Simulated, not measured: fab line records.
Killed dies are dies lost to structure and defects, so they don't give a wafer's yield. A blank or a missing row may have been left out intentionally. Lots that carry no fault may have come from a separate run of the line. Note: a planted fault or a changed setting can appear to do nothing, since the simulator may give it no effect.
Which tool is to blame? :: flow nand_harc :: 36 wafers from 12 lots sampled at 6 of the route's 1302 steps

## WHAT EACH GAUGE READ, for each wafer
NHARC_A_SOURCE_PLATE_THK_MEAS_09: measures by ellipsometry. Usual: thk_nm at 9.7 nm, with a standard deviation of 1.
lot: L658
measured: day 7 05:57
on: film_metro-02
thk_nm (nm): 9.3 9.2 10.0
flag: 

lot: L659
measured: day 7 12:02
on: film_metro-02
thk_nm (nm): 9.0 8.4 8.6
flag: 

lot: L662
measured: day 8 21:23
on: film_metro-01
thk_nm (nm): 7.4 10.2 10.1
flag: 

lot: L666
measured: day 10 22:28
on: film_metro-02
thk_nm (nm): 10.4 9.5 10.1
flag: 

lot: L667
measured: day 11 02:07
on: film_metro-01
thk_nm (nm): 9.2 11.3 10.8
flag: 

lot: L668
measured: day 11 18:14
on: film_metro-02
thk_nm (nm): 8.1 9.9 9.8
flag: 

lot: L675
measured: day 14 05:14
on: film_metro-01
thk_nm (nm): 9.0 9.5 8.8
flag: 

lot: L676
measured: day 14 21:32
on: film_metro-01
thk_nm (nm): 8.6 8.8 8.7
flag: 

lot: L677
measured: day 15 03:38
on: film_metro-02
thk_nm (nm): 11.8 8.6 8.9
flag: 

lot: L678
measured: day 15 15:19
on: film_metro-01
thk_nm (nm): 8.6 8.2 7.9
flag: 

lot: L680
measured: day 16 12:07
on: film_metro-01
thk_nm (nm): 9.4 9.6 10.7
flag: 

lot: L681
measured: day 16 21:14
on: film_metro-01
thk_nm (nm): 11.3 9.1 8.3
flag: 

NHARC_A_SOURCE_PLATE_INSPECT_08. Usual: raw_defect_count at 59, with a standard deviation of 23.
lot: L658
measured: day 7 19:05
on: defect_inspect-01
raw_defect_count: 89 69 73
flag: 

lot: L659
measured: day 8 05:23
on: defect_inspect-02
raw_defect_count: 109 86 94
flag: 

lot: L662
measured: day 9 10:27
on: defect_inspect-02
raw_defect_count: 78 63 61
flag: 

lot: L666
measured: day 11 11:23
on: defect_inspect-01
raw_defect_count: 592 613 583
flag: OFF

lot: L667
measured: day 11 17:31
on: defect_inspect-01
raw_defect_count: 631 591 556
flag: OFF

lot: L668
measured: day 12 07:15
on: defect_inspect-02
raw_defect_count: 602 585 599
flag: OFF

lot: L675
measured: day 14 17:54
on: defect_inspect-02
raw_defect_count: 24 45 43
flag: 

lot: L676
measured: day 15 10:39
on: defect_inspect-01
raw_defect_count: 79 36 40
flag: 

lot: L677
measured: day 15 18:59
on: defect_inspect-02
raw_defect_count: 60 48 51
flag: 

lot: L678
measured: day 16 05:33
on: defect_inspect-02
raw_defect_count: 31 33 36
flag: 

lot: L680
measured: day 17 01:22
on: defect_inspect-02
raw_defect_count: 61 56 34
flag: 

lot: L681
measured: day 17 09:47
on: defect_inspect-01
raw_defect_count: 39 39 40
flag: 

NHARC_A_ONON_D1_THK_MEAS_02: measures by ellipsometry. Usual: thk_nm at 998 nm, with a standard deviation of 9.6.
lot: L658
measured: day 7 19:40
on: film_metro-02
thk_nm (nm): 989 988 989
flag: 

lot: L659
measured: day 8 05:58
on: film_metro-02
thk_nm (nm): 994 993 993
flag: 

lot: L662
measured: day 9 11:02
on: film_metro-01
thk_nm (nm): 993 992 994
flag: 

lot: L666
measured: day 11 11:59
on: film_metro-02
thk_nm (nm): 1007 1005 1005
flag: 

lot: L667
measured: day 11 18:05
on: film_metro-02
thk_nm (nm): 989 990 989
flag: 

lot: L668
measured: day 12 07:53
on: film_metro-02
thk_nm (nm): 982 982 980
flag: 

lot: L675
measured: day 14 18:29
on: film_metro-01
thk_nm (nm): 988 987 989
flag: 

lot: L676
measured: day 15 11:14
on: film_metro-02
thk_nm (nm): 1009 1012 1008
flag: 

lot: L677
measured: day 15 19:34
on: film_metro-01
thk_nm (nm): 1003 1000 1002
flag: 

lot: L678
measured: day 16 06:08
on: film_metro-02
thk_nm (nm): 1016 1018 1016
flag: 

lot: L680
measured: day 17 01:57
on: film_metro-01
thk_nm (nm): 989 988 989
flag: 

lot: L681
measured: day 17 10:21
on: film_metro-01
thk_nm (nm): 1006 1004 1007
flag: 

NHARC_END_SORT_01. Usual: killed_at_array 57, standard deviation 21; killed_at_other 0.9, standard deviation 1.2; killed_at_periphery 4.2, standard deviation 2.9; killed_dies 62, standard deviation 21; killed_open 3.2, standard deviation 1.8; killed_short 2.4, standard deviation 1.5.
lot: L666
measured: day 27 23:22
on: prober-02
killed_at_array: 367 375 358
killed_at_other: 2 1 0
killed_at_periphery: 5 2 4
killed_dies: 374 378 362
killed_open: 3 0 2
killed_short: 1 3 0
flag: OFF

lot: L667
measured: day 28 12:00
on: prober-02
killed_at_array: 417 408 394
killed_at_other: 1 1 0
killed_at_periphery: 1 2 1
killed_dies: 419 411 395
killed_open: 2 2 3
killed_short: 2 2 2
flag: OFF

lot: L668
measured: day 29 03:15
on: prober-01
killed_at_array: 389 409 377
killed_at_other: 0 0 0
killed_at_periphery: 0 1 0
killed_dies: 389 410 377
killed_open: 1 1 2
killed_short: 2 4 1
flag: OFF

## WHAT TOOL EACH LOT RAN ON (gives the tool, then ch and the chambers of the sampled wafers, and finally the start)
lot: L658
NHARC_A_ZERO_WELL_DESCUM_12: rie_diel-06 ch 0,2,3, day 6 21:47
NHARC_A_SOURCE_PLATE_OXIDE_02: furnace-04 ch 0, day 7 01:52

lot: L659
NHARC_A_ZERO_WELL_DESCUM_12: rie_diel-06 ch 0,2,3, day 7 03:28
NHARC_A_SOURCE_PLATE_OXIDE_02: furnace-05 ch 0, day 7 08:01

lot: L662
NHARC_A_ZERO_WELL_DESCUM_12: rie_diel-06 ch 1,2,3, day 8 12:56
NHARC_A_SOURCE_PLATE_OXIDE_02: furnace-04 ch 0, day 8 17:19

lot: L666
NHARC_A_ZERO_WELL_DESCUM_12: rie_diel-12 ch 0,2,3, day 10 12:40
NHARC_A_SOURCE_PLATE_OXIDE_02: furnace-04 ch 0, day 10 18:26

lot: L667
NHARC_A_ZERO_WELL_DESCUM_12: rie_diel-06 ch 2,3, day 10 17:32
NHARC_A_SOURCE_PLATE_OXIDE_02: furnace-04 ch 0, day 10 22:06

lot: L668
NHARC_A_ZERO_WELL_DESCUM_12: rie_diel-01 ch 0,2, day 11 08:20
NHARC_A_SOURCE_PLATE_OXIDE_02: furnace-04 ch 0, day 11 14:10

lot: L675
NHARC_A_ZERO_WELL_DESCUM_12: rie_diel-12 ch 2,3, day 13 20:35
NHARC_A_SOURCE_PLATE_OXIDE_02: furnace-05 ch 0, day 14 01:08

lot: L676
NHARC_A_ZERO_WELL_DESCUM_12: rie_diel-12 ch 1,2,3, day 14 09:59
NHARC_A_SOURCE_PLATE_OXIDE_02: furnace-04 ch 0, day 14 17:28

lot: L677
NHARC_A_ZERO_WELL_DESCUM_12: rie_diel-06 ch 0,1, day 14 18:49
NHARC_A_SOURCE_PLATE_OXIDE_02: furnace-05 ch 0, day 14 23:32

lot: L678
NHARC_A_ZERO_WELL_DESCUM_12: rie_diel-06 ch 1,2,3, day 15 05:36
NHARC_A_SOURCE_PLATE_OXIDE_02: furnace-04 ch 0, day 15 11:15

lot: L680
NHARC_A_ZERO_WELL_DESCUM_12: rie_diel-12 ch 1,2,3, day 16 03:58
NHARC_A_SOURCE_PLATE_OXIDE_02: furnace-04 ch 0, day 16 08:01

lot: L681
NHARC_A_ZERO_WELL_DESCUM_12: rie_diel-06 ch 2,3, day 16 12:39
NHARC_A_SOURCE_PLATE_OXIDE_02: furnace-01 ch 0, day 16 17:10
- NHARC_A_ZERO_WELL_DESCUM_12: chemistry O2, time 3 s.
- NHARC_A_SOURCE_PLATE_OXIDE_02: material SiO2, target thk 10 nm, ox time 1362 s.

## WHAT THE TOOLS THEMSELVES READ (means of the sampled wafers that have a number; where no wafer has one, the mark that the record gives instead)
NHARC_A_ZERO_WELL_DESCUM_12. Usual: drypump_motor_current_A 5.5 A, standard deviation 0.33; oes_product_au 1.007 a.u., standard deviation 0.016; rf_vpp_V 57.7 V, standard deviation 0.95; showerhead_plenum_p_Torr 1.90 Torr, standard deviation 0.11; throttle_valve_pct 11.312 %, standard deviation 0.009.
lot: L658
tool: rie_diel-06
drypump_motor_current_A (A): 5.6
oes_product_au (a.u.): 1.013
rf_vpp_V (V): 57.7
showerhead_plenum_p_Torr (Torr): 1.87
throttle_valve_pct (%): 11.315
flag: 

lot: L659
tool: rie_diel-06
drypump_motor_current_A (A): 5.6
oes_product_au (a.u.): 1.023
rf_vpp_V (V): 57.9
showerhead_plenum_p_Torr (Torr): 1.87
throttle_valve_pct (%): 11.318
flag: 

lot: L662
tool: rie_diel-06
drypump_motor_current_A (A): 5.4
oes_product_au (a.u.): 1.009
rf_vpp_V (V): 57.8
showerhead_plenum_p_Torr (Torr): 1.91
throttle_valve_pct (%): 11.312
flag: 

lot: L666
tool: rie_diel-12
drypump_motor_current_A (A): 5.6
oes_product_au (a.u.): 1.006
rf_vpp_V (V): 58.6
showerhead_plenum_p_Torr (Torr): 1.94
throttle_valve_pct (%): 11.310
flag: 

lot: L667
tool: rie_diel-06
drypump_motor_current_A (A): 5.6
oes_product_au (a.u.): 1.021
rf_vpp_V (V): 57.9
showerhead_plenum_p_Torr (Torr): 1.95
throttle_valve_pct (%): 11.315
flag: 

lot: L668
tool: rie_diel-01
drypump_motor_current_A (A): 5.2
oes_product_au (a.u.): 1.006
rf_vpp_V (V): 57.4
showerhead_plenum_p_Torr (Torr): 1.97
throttle_valve_pct (%): 11.300
flag: 

lot: L675
tool: rie_diel-12
drypump_motor_current_A (A): 5.5
oes_product_au (a.u.): 1.014
rf_vpp_V (V): 57.3
showerhead_plenum_p_Torr (Torr): 1.87
throttle_valve_pct (%): 11.319
flag: 

lot: L676
tool: rie_diel-12
drypump_motor_current_A (A): 5.8
oes_product_au (a.u.): 1.002
rf_vpp_V (V): 57.6
showerhead_plenum_p_Torr (Torr): 1.95
throttle_valve_pct (%): 11.316
flag: 

lot: L677
tool: rie_diel-06
drypump_motor_current_A (A): 5.4
oes_product_au (a.u.): 0.991
rf_vpp_V (V): 58.5
showerhead_plenum_p_Torr (Torr): 1.83
throttle_valve_pct (%): 11.305
flag: 

lot: L678
tool: rie_diel-06
drypump_motor_current_A (A): 5.4
oes_product_au (a.u.): 0.984
rf_vpp_V (V): 57.7
showerhead_plenum_p_Torr (Torr): 1.91
throttle_valve_pct (%): 11.316
flag: 

lot: L680
tool: rie_diel-12
drypump_motor_current_A (A): 5.8
oes_product_au (a.u.): 1.004
rf_vpp_V (V): 58.1
showerhead_plenum_p_Torr (Torr): 1.94
throttle_valve_pct (%): 11.308
flag: 

lot: L681
tool: rie_diel-06
drypump_motor_current_A (A): 5.6
oes_product_au (a.u.): 1.011
rf_vpp_V (V): 56.6
showerhead_plenum_p_Torr (Torr): 1.87
throttle_valve_pct (%): 11.319
flag: 

NHARC_A_SOURCE_PLATE_OXIDE_02. Usual: spike_tc_top_C 909.5 C, standard deviation 2.6; spike_tc_upper_C 900.4 C, standard deviation 1.4; tube_center_temp_C 899.99 C, standard deviation 0.082; zone_power_top_pct 36.9 %, standard deviation 1.5; zone_power_upper_pct 18.0 %, standard deviation 0.6.
lot: L658
tool: furnace-04
spike_tc_top_C (C): 907.2
spike_tc_upper_C (C): 901.8
tube_center_temp_C (C): 899.96
zone_power_top_pct (%): 37.8
zone_power_upper_pct (%): 18.2
flag: 

lot: L659
tool: furnace-05
spike_tc_top_C (C): 911.8
spike_tc_upper_C (C): 898.5
tube_center_temp_C (C): 900.10
zone_power_top_pct (%): 37.2
zone_power_upper_pct (%): 17.0
flag: 

lot: L662
tool: furnace-04
spike_tc_top_C (C): 907.7
spike_tc_upper_C (C): 902.2
tube_center_temp_C (C): 900.00
zone_power_top_pct (%): 37.8
zone_power_upper_pct (%): 18.2
flag: 

lot: L666
tool: furnace-04
spike_tc_top_C (C): 907.8
spike_tc_upper_C (C): 901.1
tube_center_temp_C (C): 899.92
zone_power_top_pct (%): 37.4
zone_power_upper_pct (%): 18.2
flag: 

lot: L667
tool: furnace-04
spike_tc_top_C (C): 906.9
spike_tc_upper_C (C): 901.2
tube_center_temp_C (C): 899.99
zone_power_top_pct (%): 37.7
zone_power_upper_pct (%): 18.3
flag: 

lot: L668
tool: furnace-04
spike_tc_top_C (C): 908.1
spike_tc_upper_C (C): 901.7
tube_center_temp_C (C): 900.00
zone_power_top_pct (%): 37.9
zone_power_upper_pct (%): 18.1
flag: 

lot: L675
tool: furnace-05
spike_tc_top_C (C): 912.3
spike_tc_upper_C (C): 899.0
tube_center_temp_C (C): 900.11
zone_power_top_pct (%): 37.5
zone_power_upper_pct (%): 17.1
flag: 

lot: L676
tool: furnace-04
spike_tc_top_C (C): 907.0
spike_tc_upper_C (C): 902.2
tube_center_temp_C (C): 899.97
zone_power_top_pct (%): 37.7
zone_power_upper_pct (%): 18.3
flag: 

lot: L677
tool: furnace-05
spike_tc_top_C (C): 912.6
spike_tc_upper_C (C): 898.9
tube_center_temp_C (C): 899.98
zone_power_top_pct (%): 37.3
zone_power_upper_pct (%): 17.1
flag: 

lot: L678
tool: furnace-04
spike_tc_top_C (C): 907.8
spike_tc_upper_C (C): 901.2
tube_center_temp_C (C): 899.96
zone_power_top_pct (%): 38.0
zone_power_upper_pct (%): 18.2
flag: 

lot: L680
tool: furnace-04
spike_tc_top_C (C): 906.9
spike_tc_upper_C (C): 901.3
tube_center_temp_C (C): 900.03
zone_power_top_pct (%): 37.5
zone_power_upper_pct (%): 18.3
flag: 

lot: L681
tool: furnace-01
spike_tc_top_C (C): 914.2
spike_tc_upper_C (C): 900.0
tube_center_temp_C (C): 900.00
zone_power_top_pct (%): 33.7
zone_power_upper_pct (%): 18.4
flag: 

## THE ANSWER, worked out from the rows above alone
Rule: lot off if the mean of its wafers having a number is beyond 3 standard deviations from the usual mean. Also off: a lot with no number at a reading for which 4 or more lots have one. Any other lot the step has rows for is counted as sound. The gauges are gone through in route order, then the tools' own readings, and for those a lot's mean is taken as printed above. At the first step where some lot is off, the reading lying furthest off is the one used; lots without a number count as furthest.
Off at NHARC_A_SOURCE_PLATE_INSPECT_08 (raw_defect_count): L666, L667, L668.
If a tool, at a process step before that reading, ran all the lots that are off and no sound lot after the first of them, it fits. The gauges at NHARC_A_SOURCE_PLATE_INSPECT_08 aren't tried: what is off there is off at NHARC_END_SORT_01 too, on other tools, and a gauge's error can't cause that. Of those tried, none fits.

## WHAT HAD BEEN PUT IN BY THE SIMULATOR
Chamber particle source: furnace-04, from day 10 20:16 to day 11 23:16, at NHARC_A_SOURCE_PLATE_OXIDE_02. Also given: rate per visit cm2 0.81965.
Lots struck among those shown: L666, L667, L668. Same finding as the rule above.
